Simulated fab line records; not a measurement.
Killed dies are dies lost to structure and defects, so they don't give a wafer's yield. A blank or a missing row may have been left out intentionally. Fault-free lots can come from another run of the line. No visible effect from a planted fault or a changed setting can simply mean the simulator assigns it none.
What tool caused it?	flow nandHarc	Sampling: 13 lots, 39 wafers, 5 of 1302 route steps

## WHAT THE GAUGES READ, wafer by wafer
NHARC_END_SORT_01. Usual: defectLimitedYield is 90.8 % with standard deviation 2.2, killedAtArray is 58 with standard deviation 15, killedAtOther is 0.8 with standard deviation 1.2, killedAtPeriphery is 3.5 with standard deviation 2.5, killedDies is 62 with standard deviation 15, killedOpen is 3.2 with standard deviation 1.7, and killedShort is 2.4 with standard deviation 1.5.
lot	measured	on	defectLimitedYield (%)	killedAtArray	killedAtOther	killedAtPeriphery	killedDies	killedOpen	killedShort	flag
L843	day 27 20:07	prober-02	77.5 83.3 76.8	143 107 149	1 1 1	8 5 7	152 113 157	6 4 2	2 3 2	OFF
L844	day 28 04:44	prober-02	75.3 78.3 74.6	161 143 166	3 3 2	3 1 4	167 147 172	3 4 3	3 4 5	OFF
L846	day 28 07:02	prober-01	87.6 81.4 78.9	79 117 137	1 1 0	4 8 6	84 126 143	1 2 1	2 2 1	OFF

## TOOL THAT RAN EACH LOT (tool first, then ch and the chambers of the sampled wafers, then the start)
lot	NHARC_A_M1_DEGAS_29	NHARC_A_M1_CMP_23	NHARC_A_BONDPAD_ETCH_24	NHARC_A_BONDPAD_PVD_17
L836	pvdSputter-03, day 22 17:32	cmp-02 ch 0,1,3, day 22 18:39	rieDiel-09 ch 0,2,3, day 22 21:49	pvdSputter-01, no start
L838	pvdSputter-01, day 23 04:21	cmp-02 ch 1,2,3, day 23 05:29	rieDiel-07 ch 0,3, day 23 08:35	pvdSputter-03, no start
L843	pvdSputter-01, day 26 08:37	cmp-02 ch 0,2,3, day 26 09:43	rieDiel-07 ch 0,2,3, day 26 12:45	pvdSputter-03, day 27 20:07 or earlier
L844	pvdSputter-02, day 26 16:41	cmp-01 ch 0,1,2, day 26 17:47	rieDiel-07 ch 1,2,3, day 26 20:50	pvdSputter-01, day 28 04:44 or earlier
L846	pvdSputter-03, day 26 16:58	cmp-04 ch 0,1,3, day 26 18:04	rieDiel-07 ch 0,2,3, day 26 21:13	pvdSputter-02, day 28 07:02 or earlier
L851	pvdSputter-03, day 29 02:14	cmp-04 ch 0,1,3, day 29 03:22	rieDiel-07 ch 0,1,2, day 29 06:29	pvdSputter-01, no start
L849	pvdSputter-02, day 29 05:01	cmp-04 ch 0,2,3, day 29 06:05	rieDiel-11 ch 0,2,3, day 29 09:43	pvdSputter-01, no start
L853	pvdSputter-01, day 30 03:38	cmp-02 ch 0,1,2, day 30 04:46	rieDiel-09 ch 0,1, day 30 07:52	pvdSputter-01, no start
L854	pvdSputter-02, day 30 20:38	cmp-02 ch 0,1, day 30 21:43	rieDiel-11 ch 0,1,2, day 31 00:53	pvdSputter-01, no start
L856	pvdSputter-01, day 31 02:40	cmp-01 ch 0,1,3, day 31 03:45	rieDiel-07 ch 0,2, day 31 06:54	pvdSputter-01, no start
L857	pvdSputter-01, day 31 11:22	cmp-04 ch 1,2,3, day 31 12:30	rieDiel-09 ch 2,3, day 31 15:45	pvdSputter-03, no start
L859	pvdSputter-03, day 32 09:11	cmp-04 ch 0,1,3, day 32 10:19	rieDiel-07 ch 2,3, day 32 13:25	pvdSputter-01, no start
L858	pvdSputter-01, day 33 20:24	cmp-01 ch 0,3, day 33 21:28	rieDiel-07 ch 0,1,3, day 34 00:38	pvdSputter-02, no start
- NHARC_A_M1_DEGAS_29: time 60 s.
- NHARC_A_M1_CMP_23: polishes, t overpolish 20 s, target thk 154.34 nm.
- NHARC_A_BONDPAD_ETCH_24: etches the open film in CF4/N2, target depth 30 nm, time 72.99 s.
- NHARC_A_BONDPAD_PVD_17: deposits TaN, target thk 5 nm, time 8.06 s.

## AS READ BY THE TOOLS THEMSELVES (means over the sampled wafers that have a number; for cases with no such wafer, the mark the record gives instead)
NHARC_A_M1_DEGAS_29. Usual: heaterPowerW 336 W, standard deviation 29; susceptorTempC 250.02 C, standard deviation 0.19.
lot	tool	heaterPowerW (W)	susceptorTempC (C)	flag
L836	pvdSputter-03	335	-	OFF
L838	pvdSputter-01	351	-	OFF
L843	pvdSputter-01	353	249.82	
L844	pvdSputter-02	318	250.17	
L846	pvdSputter-03	340	-	OFF
L851	pvdSputter-03	336	249.99	
L849	pvdSputter-02	309	250.05	
L853	pvdSputter-01	316	-	OFF
L854	pvdSputter-02	316	250.10	
L856	pvdSputter-01	314	250.02	
L857	pvdSputter-01	338	250.15	
L859	pvdSputter-03	306	250.11	
L858	pvdSputter-01	337	249.95	

NHARC_A_M1_CMP_23. Usual: motorCurrentA 12.0 A, standard deviation 1.1; timeToEndpointS 28.5 s, standard deviation 2.
lot	tool	motorCurrentA (A)	timeToEndpointS (s)	flag
L836	cmp-02	12.0	27.3	
L838	cmp-02	10.8	28.7	
L843	cmp-02	11.5	30.1	
L844	cmp-01	12.0	29.1	
L846	cmp-04	11.9	27.3	
L851	cmp-04	12.1	29.1	
L849	cmp-04	11.9	28.5	
L853	cmp-02	12.1	29.5	
L854	cmp-02	12.7	27.9	
L856	cmp-01	12.9	30.3	
L857	cmp-04	12.1	27.6	
L859	cmp-04	12.1	30.4	
L858	cmp-01	13.2	28.1	

NHARC_A_BONDPAD_ETCH_24. Usual: drypumpMotorCurrentA 5.9 A, standard deviation 0.37; oesProductAu 0.999 a.u., standard deviation 0.0075; rfVppV 314.6 V, standard deviation 1.7; showerheadPlenumPTorr 2.65 Torr, standard deviation 0.09; throttleValvePct 19.795 %, standard deviation 0.0098.
lot	tool	drypumpMotorCurrentA (A)	oesProductAu (a.u.)	rfVppV (V)	showerheadPlenumPTorr (Torr)	throttleValvePct (%)	flag
L836	rieDiel-09	5.9	1.001	315.2	2.65	19.788	
L838	rieDiel-07	5.8	0.997	314.6	2.67	19.796	
L843	rieDiel-07	6.0	0.996	314.1	2.63	19.793	
L844	rieDiel-07	5.9	1.000	315.9	2.70	19.784	
L846	rieDiel-07	6.0	1.000	314.3	2.63	19.786	
L851	rieDiel-07	6.1	0.992	313.7	2.62	19.794	
L849	rieDiel-11	5.8	0.996	313.1	2.63	19.794	
L853	rieDiel-09	5.7	1.005	312.9	2.56	19.792	
L854	rieDiel-11	6.2	1.009	315.0	2.67	19.788	
L856	rieDiel-07	6.2	0.991	313.3	2.60	19.802	
L857	rieDiel-09	6.2	1.004	314.1	2.67	19.791	
L859	rieDiel-07	5.9	0.997	315.2	2.68	19.800	
L858	rieDiel-07	5.9	1.004	315.2	2.65	19.798	

NHARC_A_BONDPAD_PVD_17. Usual: throttleValvePct at 30.4 %, with a standard deviation of 1.
lot	tool	throttleValvePct (%)	flag
L836	pvdSputter-01	29.2	
L838	pvdSputter-03	31.6	
L843	pvdSputter-03	31.1	
L844	pvdSputter-01	29.8	
L846	pvdSputter-02	30.5	
L851	pvdSputter-01	29.2	
L849	pvdSputter-01	30.1	
L853	pvdSputter-01	29.5	
L854	pvdSputter-01	29.6	
L856	pvdSputter-01	30.0	
L857	pvdSputter-03	31.3	
L859	pvdSputter-01	29.6	
L858	pvdSputter-02	30.8	

## THE ANSWER, worked out from the rows above alone
Rule: take the mean of a lot's wafers that have a number; if it is more than 3 standard deviations from the usual mean, the lot is off. Also off: a lot with no number at a reading for which 4 or more lots have one. Where the step has rows for the other lots, those lots are counted as sound. Order of review: gauges by route order, followed by the tools' own readings, for which a lot's mean as printed above is used. The first step at which some lot is off is used, and at that step the reading that is off furthest; a lot without a number counts as furthest.
Off, at NHARC_END_SORT_01 on defectLimitedYield: L843, L844, L846. Neither off nor sound, because the step has no rows for them: L836, L838, L851, L849, L853, L854, L856, L857, L859, L858.
If a tool, at a process step before that reading, ran all the lots that are off and no sound lot after the first of them, it fits. Those tools and the gauges at NHARC_END_SORT_01 are tried in the same way. Because NHARC_A_BONDPAD_PVD_17 lacks a start for some lots, the hours and order of its lots are taken from NHARC_END_SORT_01. One fits: NHARC_A_BONDPAD_ETCH_24 on rieDiel-07. It ran no sound lot before its first lot that is off in this sample, so the start can't be narrowed down.

## WHAT WAS PUT IN BY THE SIMULATOR
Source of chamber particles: rieDiel-07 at NHARC_A_BONDPAD_ETCH_24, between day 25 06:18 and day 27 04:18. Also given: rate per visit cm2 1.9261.
Struck lots among those shown: L843, L844, L846. Same finding as the rule above.
